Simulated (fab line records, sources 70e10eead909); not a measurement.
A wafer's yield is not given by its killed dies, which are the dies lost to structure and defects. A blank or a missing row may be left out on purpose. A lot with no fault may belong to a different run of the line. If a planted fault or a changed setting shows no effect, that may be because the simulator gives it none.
fab line records ; flow nandHarc
record: lots: 7; wafers: 21; lastDay: 33
route steps=1302 shown P_GATE@170 END@1302
lots with no fault: from the same line, run without faults
startH: hours from the record's opening day to when the first of the lot's shown wafers began ; waitH: hours elapsed since this lot's preceding step ; " as in the row above ; L1.1+2: a row that stands for several wafers ; - no value present, or no start provided ; * or withheld: withheld ; < > ~ a bound
route shown NAME@n: NAME is a module with steps in the file, n the number in the route of the first one ; usual: the fault-free wafers' mean and standard deviation ; same: alike in all rows ; chamber/n: place in a boat ; sites: per-site readings ; _std_site: standard deviation across them ; _edge_site: inner sites' mean taken away from outer sites' mean ; radiusMm: for every site, how far away it sits from the centre of the wafer ; mask NAME#n: copy n ; behind: the last tool/chamber to shape the wafer ; hold: cause of the lot's hold/its duration in hours/its outcome ; device: whichever transistor did not switch (one of n, p or np) ; end of line: at the end of the route, the tests of the same wafers ; step lacking rows: just its recipe ; killed: count of dies lost to structure and defects at first sort (not the wafer's yield) ; map: the dies of a wafer, with x for killed, . for not killed, _ for no die there
set.NAME: the setting that was run; set.NAME@STEP: the one run at that earlier step ; model.NAME: the simulator's own value behind a step, which no gauge read
a table for each step, a row for each wafer; lots at some steps of the route
services: a tool's chamber out of use, with start hour (startH, from the record's first day; less than 0 if before it), hours out, and reason
== steps ==
step: NHARC_P_GATE_CD_MEAS_46
recipe: targetCdNm: 720; landingEnergyEv: 500
usual: cdNm: 718.8/1.4
lot.wafer;tool;chamber;startH;waitH;cdNm
L986.3;cdSem-02;0;153.48;-;719.8
L986.4;cdSem-02;0;153.48;-;721.0
L986.6;cdSem-02;0;153.48;-;717.5
L987.1;cdSem-01;0;159.99;-;718.7
L987.4;cdSem-01;0;159.99;-;718.4
L987.5;cdSem-01;0;159.99;-;718.5
L990.3;cdSem-01;0;188.33;-;716.3
L990.5;cdSem-01;0;188.33;-;717.6
L990.6;cdSem-01;0;188.33;-;718.2
L992.1;cdSem-03;0;204.98;-;718.6
L992.2;cdSem-03;0;204.98;-;719.3
L992.4;cdSem-03;0;204.98;-;716.6
L998.1;cdSem-01;0;271.98;-;720.2
L998.2;cdSem-01;0;271.98;-;719.1
L998.6;cdSem-01;0;271.98;-;720.8
L101.2;cdSem-02;0;309.18;-;721.6
L101.3;cdSem-02;0;309.18;-;720.5
L101.4;cdSem-02;0;309.18;-;718.9
L105.1;cdSem-01;0;337.88;-;718.7
L105.3;cdSem-01;0;337.88;-;718.9
L105.5;cdSem-01;0;337.88;-;721.1
step: NHARC_P_GATE_HARDBAKE_47
recipe: tempC: 125; timeS: 80
step: NHARC_P_GATE_DESCUM_48
recipe: timeS: 3; o2FlowSccm: 200; arFlowSccm: 0; biasPowerW: 0; chemistry: O2
usual: chamberPressureMTorr: 60.01/0.051; drypumpMotorCurrentA: 5.8/0.34; oesProductAu: 0.999/0.01; rfVppV: 57.8/0.9; showerheadPlenumPTorr: 1.92/0.08; throttleValvePct: 11.310/0.0094
same: biasPowerW: 0
lot.wafer;tool;chamber;startH;waitH;chamberPressureMTorr;drypumpMotorCurrentA;oesProductAu;rfHoursCounterH;rfVppV;showerheadPlenumPTorr;throttleValvePct
L986.4;rieDiel-06;1;153.65;-;60.02;6.0;1.017;0.7;56.5;1.81;11.302
L986.3;rieDiel-06;3;153.65;-;60.01;5.5;0.998;0.7;59.5;1.96;11.304
L986.6;rieDiel-06;1;153.65;-;60.02;5.9;1.005;-;56.2;1.81;11.308
L987.1;rieDiel-02;3;160.17;-;60.03;5.8;0.999;5.2;58.3;1.96;11.315
L987.4;rieDiel-02;1;160.17;-;59.98;5.6;0.986;6.1;58.5;1.98;11.311
L987.5;rieDiel-02;2;160.17;-;60.03;5.9;0.996;-;57.8;1.84;11.307
L990.3;rieDiel-06;3;188.51;-;60.04;5.4;0.998;3.5;59.0;1.96;11.314
L990.5;rieDiel-06;1;188.51;-;60.05;5.9;1.005;-;58.4;1.81;11.299
L990.6;rieDiel-06;2;188.51;-;60.02;5.9;1.006;-;58.7;1.88;11.310
L992.2;rieDiel-13;3;205.14;-;59.96;6.5;1.021;2.3;57.6;1.82;11.298
L992.1;rieDiel-13;0;205.14;-;60.05;5.3;0.990;2.3;58.8;1.96;11.318
L992.4;rieDiel-13;1;205.14;-;60.01;5.7;0.994;-;57.1;1.90;11.325
L998.2;rieDiel-06;1;272.14;-;59.96;5.9;0.995;7.7;58.0;1.81;11.303
L998.1;rieDiel-06;0;272.14;-;60.03;6.6;1.006;9.0;56.6;1.80;11.323
L998.6;rieDiel-06;1;272.14;-;60.08;5.9;1.002;-;56.0;1.81;11.320
L101.2;rieDiel-13;0;309.39;-;59.97;5.2;0.989;5.7;56.6;1.96;11.319
L101.3;rieDiel-13;2;309.39;-;60.01;5.4;0.993;4.2;58.2;2.06;11.327
L101.4;rieDiel-13;3;309.39;-;59.99;6.5;1.009;5.7;57.9;1.82;11.316
L105.1;rieDiel-02;1;338.06;-;60.04;5.6;0.986;6.1;57.5;1.98;11.303
L105.3;rieDiel-02;3;338.06;-;59.96;5.8;0.983;8.2;57.0;1.95;11.308
L105.5;rieDiel-02;0;338.06;-;60.01;5.7;1.010;-;58.3;2.03;11.294
step: NHARC_P_GATE_IMPLANT_49
recipe: energyKev: 30; doseCm2: 3e+15; tiltDeg: 7
step: NHARC_P_GATE_STRIP_111
recipe: powerW: 1500; tempC: 110; timeS: 250; chemistry: N2/H2
usual: drypumpMotorCurrentA: 6.2/0.44; heaterPowerW: 86/6.6
lot.wafer;tool;chamber;startH;waitH;drypumpMotorCurrentA;heaterPowerW;rfHoursCounterH
L986.3;plasmaAsher-01;1;154.10;0.2;6.3;75;-
L986.4;plasmaAsher-01;0;154.10;0.2;6.5;87;-
L986.6;plasmaAsher-01;1;154.10;0.2;6.3;75;-
L987.1;plasmaAsher-01;0;160.52;0.2;6.4;90;33
L987.4;plasmaAsher-01;0;160.52;0.2;6.4;88;-
L987.5;plasmaAsher-01;0;160.52;0.2;6.4;88;-
L990.3;plasmaAsher-01;0;189.01;0.3;6.4;91;-
L990.6;plasmaAsher-01;1;189.01;0.3;6.3;78;-
L990.5;plasmaAsher-01;0;189.01;0.3;6.4;89;-
L992.2;plasmaAsher-01;1;205.53;0.2;6.3;79;7
L992.1;plasmaAsher-01;0;205.53;0.2;6.4;89;7
L992.4;plasmaAsher-01;1;205.53;0.2;6.3;79;-
L998.2;plasmaAsher-02;1;272.51;0.2;5.4;97;1
L998.1;plasmaAsher-02;0;272.51;0.2;6.6;86;1
L998.6;plasmaAsher-02;1;272.51;0.2;5.4;97;-
L101.2;plasmaAsher-01;0;309.76;0.2;6.4;92;30
L101.4;plasmaAsher-01;0;309.76;0.2;6.4;91;-
L101.3;plasmaAsher-01;1;309.76;0.2;6.2;77;-
L105.1;plasmaAsher-01;0;338.48;0.3;6.4;88;38
L105.3;plasmaAsher-01;0;338.48;0.3;6.4;90;-
L105.5;plasmaAsher-01;1;338.48;0.3;6.3;81;-
step: NHARC_P_GATE_STRIP_75
recipe: powerW: 1500; tempC: 250; chemistry: O2
usual: drypumpMotorCurrentA: 6.2/0.45; heaterPowerW: 323/25
lot.wafer;tool;chamber;startH;waitH;drypumpMotorCurrentA;heaterPowerW;rfHoursCounterH
L986.3;plasmaAsher-01;1;154.32;0.2;6.2;280;-
L986.4;plasmaAsher-01;0;154.32;0.2;6.4;322;-
L986.6;plasmaAsher-01;1;154.32;0.2;6.3;281;-
L987.1;plasmaAsher-01;0;160.82;0.3;6.4;330;34
L987.4;plasmaAsher-01;0;160.82;0.3;6.4;336;-
L987.5;plasmaAsher-01;0;160.82;0.3;6.4;331;-
L990.3;plasmaAsher-01;0;189.19;0.1;6.4;334;-
L990.6;plasmaAsher-01;1;189.19;0.1;6.3;295;-
L990.5;plasmaAsher-01;0;189.19;0.1;6.4;328;-
L992.2;plasmaAsher-01;1;205.83;0.3;6.2;293;7
L992.1;plasmaAsher-01;0;205.83;0.3;6.4;334;7
L992.4;plasmaAsher-01;1;205.83;0.3;6.2;296;-
L998.2;plasmaAsher-02;1;272.82;0.3;5.4;364;2
L998.1;plasmaAsher-02;0;272.82;0.3;6.6;325;2
L998.6;plasmaAsher-02;1;272.82;0.3;5.4;358;-
L101.2;plasmaAsher-01;0;310.07;0.3;6.4;342;31
L101.4;plasmaAsher-01;0;310.07;0.3;6.4;327;-
L101.3;plasmaAsher-01;1;310.07;0.3;6.2;290;-
L105.1;plasmaAsher-01;0;338.74;0.2;6.4;341;38
L105.3;plasmaAsher-01;0;338.74;0.2;6.4;339;-
L105.5;plasmaAsher-01;1;338.74;0.2;6.3;299;-
step: NHARC_P_GATE_STRIP_50
recipe: timeS: 900; tempC: 130; chemistry: SPM
step: NHARC_P_GATE_DEHYDRATE_51
recipe: tempC: 150; timeS: 120
step: NHARC_P_GATE_HMDS_52
recipe: timeS: 30
step: NHARC_P_GATE_COAT_53
recipe: spinRpm: 3000
step: NHARC_P_GATE_SOFTBAKE_54
recipe: tempC: 122; timeS: 95
step: NHARC_P_GATE_EBR_55
step: NHARC_P_GATE_EXPOSE_56
recipe: na: 0.6; targetCdNm: 720; doseMj: 14.81; maskId: P_PSD
same: na: 0.6
lot.wafer;tool;chamber;startH;waitH;mask;model.P_GATE.overlayXNm
L986.3+4+6;krfScanner-02;0;154.96;-;P_PSD#0;-3.742
L987.1+4+5;krfScanner-02;0;161.46;-;P_PSD#0;17.81
L990.3+5+6;krfScanner-02;0;189.94;-;P_PSD#0;-81.09
L992.1+2+4;krfScanner-02;0;206.47;-;P_PSD#0;-82.3
L998.1+2+6;krfScanner-02;0;273.59;-;P_PSD#0;-88.37
L101.2+3+4;krfScanner-01;0;310.75;-;P_PSD#0;3.425
L105.1+3+5;krfScanner-01;0;339.50;-;P_PSD#0;-1.428
step: NHARC_P_GATE_PEB_57
recipe: pebTempC: 118; pebTimeS: 85
step: NHARC_END_SORT_01
recipe: tempC: 25
usual: killedAtArray: 59/20; killedAtOther: 0.8/1; killedAtPeriphery: 3.2/2.1; killedDies: 63/21; killedOpen: 3.0/1.9; killedShort: 2.3/1.5
same: grossDies: 677
lot.wafer;tool;chamber;startH;waitH;killedAtArray;killedAtOther;killedAtPeriphery;killedDies;killedOpen;killedShort
L990.3;prober-02;0;639.10;3.1;71;0;4;75;0;4
L990.5;prober-02;0;640.68;3.7;62;0;3;65;2;0
L990.6;prober-02;0;641.47;3.9;77;0;4;81;4;0
L992.1;prober-01;0;652.70;2.5;33;3;2;38;2;3
L992.2;prober-01;0;653.49;2.8;27;1;7;35;4;2
L992.4;prober-01;0;655.07;3.4;37;0;7;44;3;0
L998.1;prober-01;0;717.03;2.5;92;0;8;100;4;6
L998.2;prober-01;0;717.83;2.8;83;0;14;97;2;5
L998.6;prober-01;0;721.02;4.0;81;0;6;87;1;3
L101.2;prober-01;0;762.68;2.8;69;2;3;74;4;5
L101.3;prober-01;0;763.48;3.1;61;0;5;66;1;5
L101.4;prober-01;0;764.27;3.4;68;0;2;70;3;6
killed by level:class
L990.3 A_SLIT:chamberFilmFlake=34 A_CHANNEL_HOLE_D2:chamberFilmFlake=19 A_CHANNEL_HOLE_D1:chamberFilmFlake=7 A_STAIRCASE:chamberFilmFlake=4 A_CHANNEL_FILL_D2:geometricParticle:short=2 A_WL_FILL:geometricParticle:short=2 P_M2:chamberFilmFlake=2 A_CONTACT:chamberFilmFlake=2
L990.5 A_SLIT:chamberFilmFlake=33 A_CHANNEL_HOLE_D2:chamberFilmFlake=17 A_CHANNEL_HOLE_D1:chamberFilmFlake=7 A_CONTACT:chamberFilmFlake=2 P_GATE:geometricParticle:open=1 A_CONTACT:geometricParticle:open=1 P_ZERO_WELL:chamberFilmFlake=1 A_CHANNEL_FILL_D2:chamberFilmFlake=1
L990.6 A_SLIT:chamberFilmFlake=35 A_CHANNEL_HOLE_D2:chamberFilmFlake=27 A_ZERO_WELL:chamberFilmFlake=4 A_CONTACT:chamberFilmFlake=4 A_STAIRCASE:chamberFilmFlake=3 P_CONTACT:geometricParticle:open=2 P_M0:geometricParticle:open=1 A_CHANNEL_HOLE_D2:geometricParticle:open=1
L992.1 A_CHANNEL_HOLE_D2:chamberFilmFlake=10 A_CHANNEL_HOLE_D1:chamberFilmFlake=6 A_CONTACT:chamberFilmFlake=4 A_STAIRCASE:chamberFilmFlake=3 A_SLIT:chamberFilmFlake=3 THIN_TSV:chamberFilmFlake=3 P_CONTACT:geometricParticle:open=1 A_CHANNEL_HOLE_D1:geometricParticle:open=1
L992.2 A_CHANNEL_HOLE_D2:chamberFilmFlake=11 A_CHANNEL_HOLE_D1:chamberFilmFlake=6 A_STAIRCASE:chamberFilmFlake=3 P_GATE:chamberFilmFlake=2 P_BONDPAD:chamberFilmFlake=2 A_WL_FILL:chamberFilmFlake=2 P_CONTACT:geometricParticle:open=1 A_ONON_D1:geometricParticle:open=1
L992.4 A_CHANNEL_HOLE_D2:chamberFilmFlake=17 A_CONTACT:chamberFilmFlake=5 A_CHANNEL_HOLE_D1:chamberFilmFlake=4 P_BONDPAD:chamberFilmFlake=3 A_STAIRCASE:chamberFilmFlake=3 A_BONDPAD:chamberFilmFlake=3 P_GATE:overlay=2 P_CONTACT:geometricParticle:open=1
L998.1 A_SLIT:chamberFilmFlake=34 A_CHANNEL_HOLE_D1:chamberFilmFlake=25 A_CHANNEL_HOLE_D2:chamberFilmFlake=19 A_CHANNEL_FILL_D1:chamberFilmFlake=4 P_GATE:overlay=3 P_STI:chamberFilmFlake=2 P_GATE:geometricParticle:open=1 P_M0:geometricParticle:short=1
L998.2 A_SLIT:chamberFilmFlake=32 A_CHANNEL_HOLE_D1:chamberFilmFlake=20 A_CHANNEL_HOLE_D2:chamberFilmFlake=20 A_WL_FILL:geometricParticle:short=4 P_CONTACT:chamberFilmFlake=4 P_GATE:overlay=4 P_GATE:chamberFilmFlake=3 A_CONTACT:chamberFilmFlake=3
L998.6 A_SLIT:chamberFilmFlake=30 A_CHANNEL_HOLE_D1:chamberFilmFlake=26 A_CHANNEL_HOLE_D2:chamberFilmFlake=16 A_CHANNEL_FILL_D2:geometricParticle:short=2 P_CONTACT:chamberFilmFlake=2 A_DECK1_JOINT:chamberFilmFlake=2 A_CONTACT:chamberFilmFlake=2 P_GATE:overlay=2
L101.2 A_CHANNEL_HOLE_D2:chamberFilmFlake=27 A_CHANNEL_HOLE_D1:chamberFilmFlake=21 A_CONTACT:chamberFilmFlake=6 A_SLIT:chamberFilmFlake=4 A_CHANNEL_FILL_D1:geometricParticle:short=2 A_STAIRCASE:chamberFilmFlake=2 THIN_TSV:chamberFilmFlake=2 P_GATE:geometricParticle:short=1
L101.3 A_CHANNEL_HOLE_D2:chamberFilmFlake=27 A_CHANNEL_HOLE_D1:chamberFilmFlake=10 A_SLIT:chamberFilmFlake=8 P_ZERO_WELL:chamberFilmFlake=4 A_CONTACT:chamberFilmFlake=4 A_STAIRCASE:chamberFilmFlake=2 A_BLC:chamberFilmFlake=2 P_M0:geometricParticle:short=1
L101.4 A_CHANNEL_HOLE_D2:chamberFilmFlake=29 A_CHANNEL_HOLE_D1:chamberFilmFlake=12 A_SLIT:chamberFilmFlake=5 A_CHANNEL_FILL_D1:geometricParticle:short=2 A_CHANNEL_FILL_D1:chamberFilmFlake=2 A_DECK1_JOINT:chamberFilmFlake=2 A_CHANNEL_FILL_D2:chamberFilmFlake=2 A_STAIRCASE:chamberFilmFlake=2
== services ==
tool;chamber;startH;hours;kind
rieDiel-06;-;130.20;9.0;pm
rieDiel-02;1;138.80;16.8;repair
krfScanner-01;-;140.00;4.0;pm
krfScanner-01;-;152.86;0.8;repair
rieDiel-13;-;165.00;9.0;pm
plasmaAsher-01;-;165.72;9.0;pm
krfScanner-01;-;183.98;0.3;repair
rieDiel-02;2;200.61;24.7;repair
rieDiel-13;2;201.24;54.4;repair
krfScanner-02;-;210.62;0.6;repair
rieDiel-02;-;216.70;9.0;pm
rieDiel-13;-;222.33;19.4;repair
krfScanner-02;-;223.61;37.9;repair
rieDiel-06;1;228.87;3.5;repair
plasmaAsher-02;-;238.48;5.5;repair
plasmaAsher-02;-;249.00;9.0;pm
krfScanner-02;-;266.00;4.0;pm
rieDiel-02;1;296.97;14.7;repair
rieDiel-13;-;296.98;0.4;repair
rieDiel-02;3;303.30;1.6;repair
rieDiel-06;-;307.20;9.0;pm
krfScanner-01;-;312.00;4.0;pm
rieDiel-06;1;329.53;7.0;repair
rieDiel-06;0;337.37;7.7;repair
== key ==
firstSign none at tools or gauges
modelEffect: step: NHARC_P_GATE_EXPOSE_56; value: P_GATE.overlayXNm; without: -1.403; struck: -83.92
metAt NHARC_P_GATE_EXPOSE_56
struckWafers L990.3,L990.5,L990.6,L992.1,L992.2,L992.4,L998.1,L998.2,L998.6
testerLeftOut L990,L992,L998
onsetBetween 161.46 189.94
fault: kind: scannerMatchingOverlay; tool: krfScanner-02; chamber: -; onsetH: 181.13; steps: NHARC_P_GATE_EXPOSE_56; offset: -82.519
testerLeftOut: of these lots the tester's yield and bins aren't shown, on N5 and GAA mostly nor the transistor test; their killed dies are dies lost to structure and defects alone, not to doping, threshold or leakage, so they don't give the yield
